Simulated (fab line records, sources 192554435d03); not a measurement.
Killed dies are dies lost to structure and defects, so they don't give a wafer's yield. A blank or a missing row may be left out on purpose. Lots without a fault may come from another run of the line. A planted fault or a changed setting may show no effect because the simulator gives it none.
One fault seen from 2 desks | flow n5_finfet | each desk has only its own numbers; what lay behind them comes last

THE METROLOGY DESK
What the gauges read, lot by lot, whatever tool the lot ran on: means of the sampled wafers that have a number. A lot is out of limits, marked OUT, if its mean lies more than 4 standard deviations from the usual mean; the brackets give that distance. Of its 12 readings 7 are shown: those that lie furthest out on some lot.
Columns: A = DIBL_N at N5_BEOL_M4_RC_MEAS_101, usual 36.3 mV/V; B = DIBL_P at N5_BEOL_M4_RC_MEAS_101, usual 36.4 mV/V; C = ION_N at N5_BEOL_M4_RC_MEAS_101, usual 675 uA/um; D = ION_P at N5_BEOL_M4_RC_MEAS_101, usual 463 uA/um; E = SS_N at N5_BEOL_M4_RC_MEAS_101, usual 71.6 mV/dec; F = SS_P at N5_BEOL_M4_RC_MEAS_101, usual 73.3 mV/dec; G = VT_P at N5_BEOL_M4_RC_MEAS_101, usual -250 mV
lot  | first seen here | A    | B    | C   | D   | E    | F    | G
L388 | day 7 00:41     | 36.7 | 35.5 | 679 | 462 | 71.4 | 73.5 | -251
L390 | day 7 10:29     | 36.3 | 35.2 | 678 | 465 | 70.8 | 73.1 | -252
L392 | day 7 22:16     | 37.0 | 39.2 | 690 | 476 | 71.7 | 74.2 | -247
L394 | day 8 13:45     | 36.7 | 37.2 | 679 | 460 | 71.4 | 73.3 | -252
L395 | day 8 19:38     | 37.8 | 37.7 | 682 | 469 | 71.8 | 73.5 | -248
L396 | day 9 01:40     | 36.0 | 35.8 | 688 | 473 | 71.8 | 73.2 | -245
L397 | day 9 06:14     | 36.5 | 35.8 | 681 | 458 | 71.6 | 73.1 | -252
L399 | day 9 18:02     | 36.6 | 36.1 | 666 | 458 | 71.8 | 73.4 | -250
L400 | day 9 22:30     | 34.4 | 34.9 | 661 | 459 | 71.2 | 73.6 | -252
L407 | day 11 16:15    | 36.9 | 37.8 | 675 | 458 | 72.0 | 73.3 | -252
L408 | day 11 20:45    | 36.2 | 35.5 | 672 | 461 | 72.3 | 72.9 | -250
This desk's finding: nothing out of limits on any of the 11 lots.

THE TOOL OWNER'S DESK: litho_track-03
The tool's own readings at N5_BEOL_M1_COAT_67 (time 60 s, resist thk 60 nm): means of the sampled wafers that have a number, for each lot that ran on this tool. A lot is out of limits, marked OUT, if its mean lies more than 4 standard deviations from the usual mean; the brackets give that distance.
Columns: A = heater_power_total_W at N5_BEOL_M1_COAT_67, usual 500.3 W; B = spin_speed_rpm at N5_BEOL_M1_COAT_67, usual 1500.0 rpm
lot  | first seen here | A     | B
L395 | day 8 19:41     | 501.5 | 1500.2
L396 | day 9 01:42     | 499.7 | 1500.1
L399 | day 9 18:04     | 500.0 | 1440.3 (-62) OUT
L400 | day 9 22:32     | 500.0 | 1441.2 (-61) OUT
This desk's finding: out of limits on L399, L400; first on L399, day 9 18:04 (spin_speed_rpm at N5_BEOL_M1_COAT_67). In limits: L395, L396.

PUT TOGETHER
The tool owner's desk could have raised an alarm at day 9 18:04, on L399, L400.
The metrology desk saw nothing out of limits.
The metrology desk has L399, L400 on record, within its limits.
Of the lots named, all ran N5_BEOL_M1_COAT_67 on litho_track-03.

WHAT THE SIMULATOR HAD PUT IN
Process parameter drift: litho_track-03, from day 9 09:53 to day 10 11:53, at N5_BEOL_M1_COAT_67. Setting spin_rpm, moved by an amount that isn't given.
Lots struck among those shown: L399, L400.
Hours from the fault's start to each desk's first reading out of limits: the tool owner's desk, 8.
